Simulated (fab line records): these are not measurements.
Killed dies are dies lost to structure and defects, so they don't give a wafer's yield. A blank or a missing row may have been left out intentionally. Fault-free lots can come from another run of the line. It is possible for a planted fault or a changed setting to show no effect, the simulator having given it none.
A struck lot beside a sound one / flow n5-finfet / 25 out of 1938 route steps
Sound: the wafers L412.2, L412.4, L412.6. Wafers L414.2, L414.3, L414.4 were the ones struck. The cause is named last.
Each step with rows lists, per side, the tool, then ch with its chambers, then its first start. Under that, the readings that differ: sound wafers / struck wafers / difference of the means / sigmas: that difference in standard deviations of wafers without a fault.
alike: readings whose means differ by less than 2 such deviations, and words and numbers that are the same on both sides. not compared: withheld readings, readings that some wafer has no value for, bounds like >300 that may hide the same value, and numbers for which the record gives no deviation and whose values overlap.
A row with sigmas, a row that says differs or no value, or rows on one side alone: a step with any of these is where the two part. Numbers that don't overlap but have no deviation are shown without sigmas and don't part them. Lack of a reading on every wafer of one side parts them only where that side has two or more wafers.

first, 9 steps without rows for these wafers: N5_BEOL_M4_ANNEAL_95 (time 240 s); N5_BEOL_M4_SPUTTER_96 (material Cu, target thk 4.5 nm, time 8.29 s); N5_BEOL_M4_ECD_50 (material Cu, target thk 300 nm); N5_BEOL_M4_ANNEAL_51 (time 90 s); N5_BEOL_M4_CMP_52 (polishes, stops on SiOC, t overpolish 6.8 s, target thk 40 nm); N5_BEOL_M4_PRE_CLEAN_60 (time 15 s); N5_BEOL_M4_CO_CAP_55 (material Co, precursor CCTBA/H2, target thk 2 nm, time 102.1 s); N5_BEOL_M4_PRE_CLEAN_56 (time 15 s); N5_BEOL_M4_DEP_57 (deposits SiCN from 3MS/NH3, target thk 8 nm, time 14 s).
N5_BEOL_M4_RC_MEAS_101:
  sound on prober-01 ch 0, day 9 17:38; struck on prober-02 ch 0, day 10 00:25
  alike: DIBL_N, DIBL_P, IOFF_N, IOFF_P, ION_N, ION_P, SS_N, SS_P, VT_N, VT_P
then, 10 steps without rows for these wafers: N5_BEOL_M5_ILD_DEP_00 (deposits SiCOH lowk from DEMS/porogen, target thk 140.64 nm, time 25.9 s); N5_BEOL_M5_CURE_79 (cures SiCOH lowk, time 240 s); N5_BEOL_M5_PECVD_70 (deposits SiO2 from TEOS/O2, target thk 16 nm, time 18 s); N5_BEOL_M5_HM_DEP_02 (deposits TiN, target thk 20 nm); N5_BEOL_M5_COAT_59 (time 60 s, resist thk 60 nm); N5_BEOL_M5_COAT_60 (time 60 s, resist thk 12 nm); N5_BEOL_M5_COAT_71 (time 60 s, resist thk 5 nm); N5_BEOL_M5_COAT_05 (resist thk 30 nm); N5_BEOL_M5_EBR_07; N5_BEOL_M5_SOFTBAKE_06 (time 60 s).
N5_BEOL_M5_EXPOSE_08: exposes mask M5, target cd 28 nm.
  sound on euv-scanner-01 ch 0, day 9 19:52; struck on euv-scanner-02 ch 0, day 10 04:26
reading=model.BEOL_M5.overlay-x-nm (nm); sound=-0.8 -0.8 -0.8; struck=11.4 11.4 11.4; difference=+12.2; sigmas=
  alike: mask, focus-offset-nm, reticle-temp-C
then, 2 steps without rows for these wafers: N5_BEOL_M5_PEB_09 (peb time 60 s); N5_BEOL_M5_DEVELOP_10 (develop time 30 s).
N5_BEOL_M5_OVL_MEAS_12:
  sound on overlay-01 ch 0, day 9 20:01; struck on overlay-02 ch 0, day 10 04:36
reading=M5_OVL (nm); sound=-0.4 -0.5 -1.0; struck=12.7 12.0 11.0; difference=+12.5; sigmas=+19
N5_PASSIVATION_PROBE_49:
  sound wafers here have rows in the record (prober-02, day 14 02:32); struck ones have none

## WHERE THEY PART
Earliest at N5_BEOL_M5_OVL_MEAS_12; latest, in this record, at N5_PASSIVATION_PROBE_49.

WHY: what the simulator had put in
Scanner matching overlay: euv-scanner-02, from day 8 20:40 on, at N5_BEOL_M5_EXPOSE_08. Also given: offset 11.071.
